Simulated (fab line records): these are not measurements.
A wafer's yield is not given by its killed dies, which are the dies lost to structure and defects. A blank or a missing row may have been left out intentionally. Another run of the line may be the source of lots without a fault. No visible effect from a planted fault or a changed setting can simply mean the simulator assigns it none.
Matching of chambers :: flow n5Finfet :: pecvd-04 running N5_ZERO_LAYER_PECVD_02: 3 sister chambers
The step deposits SiO2 from SiH4/N2O, target thk 10 nm, time 6 s. 3 wafers are shown with their chamber, then 6 later ones without.

== EACH WAFER AND ITS CHAMBER ==
wafer: L807.2
chamber: 2
showerheadPlenumPTorr (Torr): 8.10

wafer: L808.3
chamber: 0
showerheadPlenumPTorr (Torr): 7.97

wafer: L808.6
chamber: 1
showerheadPlenumPTorr (Torr): 8.25

== WAFERS WITHOUT THEIR CHAMBER ==
wafer: L809.2
showerheadPlenumPTorr (Torr): 8.28

wafer: L809.5
showerheadPlenumPTorr (Torr): 8.27

wafer: L809.6
showerheadPlenumPTorr (Torr): 7.99

wafer: L812.1
showerheadPlenumPTorr (Torr): 7.99

wafer: L812.3
showerheadPlenumPTorr (Torr): 8.14

wafer: L812.4
showerheadPlenumPTorr (Torr): 8.11

== WHICH CHAMBER EACH WENT THROUGH ==
wafer: L809.2
from the rows above: 1
in truth: 1

wafer: L809.5
from the rows above: 1
in truth: 1

wafer: L809.6
from the rows above: 0
in truth: 0

wafer: L812.1
from the rows above: 0
in truth: 0

wafer: L812.3
from the rows above: 2
in truth: 2

wafer: L812.4
from the rows above: 2
in truth: 2
Correctly placed: 6 of 6. Can't be placed from these rows: 0. Number placed wrongly: 0.
How it was worked out, from the rows above alone: a wafer's distance from a chamber is the root of the sum, over the readings, of the square of ((its reading less the chamber's mean) divided by the reading's scatter). The wafer belongs to the nearest chamber; if the next one is less than 2 further off, it can't be placed. The mean given for a chamber averages the wafers shown for that chamber. The scatter: root of mean squared gap, hidden wafer to nearest shown wafer, with one shown wafer a chamber.
